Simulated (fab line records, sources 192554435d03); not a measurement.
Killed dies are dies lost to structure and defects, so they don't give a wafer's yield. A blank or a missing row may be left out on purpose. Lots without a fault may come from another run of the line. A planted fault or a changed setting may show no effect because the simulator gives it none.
Which tool did it? | flow n5_finfet | 11 lots, 30 wafers sampled, at 1 step of a route of 1938

WHAT THE GAUGES READ, wafer by wafer
N5_BEOL_M4_RC_MEAS_101.
lot  | measured     | on        | DIBL_N (mV/V)
L669 | day 9 11:29  | prober-02 | 37.2 34.5 38.6
L667 | day 9 11:35  | prober-01 | 36.2 39.3 36.2
L673 | day 10 16:55 | prober-02 | 34.7 41.5
L675 | day 11 07:29 | prober-02 | 36.1 35.9
L677 | day 11 13:43 | prober-01 | 34.1 35.7 35.5
L676 | day 11 14:02 | prober-02 | 39.4 34.7 35.5
L678 | day 11 15:13 | prober-02 | 38.0 38.0 34.9
L679 | day 11 20:49 | prober-02 | 38.1 40.9 38.4
L683 | day 13 03:29 | prober-01 | 37.4 39.8 38.5
L682 | day 13 05:25 | prober-02 | 38.8 37.5 37.8
L685 | day 13 11:31 | prober-02 | 36.7 37.7

WHICH TOOL RAN EACH LOT (tool, then ch and the chambers of the sampled wafers, then the start)
The record holds no process step before these readings.

THE ANSWER, worked out from the rows above alone
Rule: what is usual is taken from the lots themselves. Put in order of their means at a reading, lots are off if they are a third of the lots or fewer, leave a main group of 4 or more, and stand apart from it by a gap of 3 or more times the standard deviation of the main group's means; of several such gaps the widest counts. A main group whose means are all the same, to the digits that the tables above print for the reading, isn't used. A lot without any number at a reading at which 4 lots or more have one is off too. The other lots that the step has rows for count as sound.
No lot is off at any reading shown: from this, nothing can be told.

WHAT THE SIMULATOR HAD PUT IN
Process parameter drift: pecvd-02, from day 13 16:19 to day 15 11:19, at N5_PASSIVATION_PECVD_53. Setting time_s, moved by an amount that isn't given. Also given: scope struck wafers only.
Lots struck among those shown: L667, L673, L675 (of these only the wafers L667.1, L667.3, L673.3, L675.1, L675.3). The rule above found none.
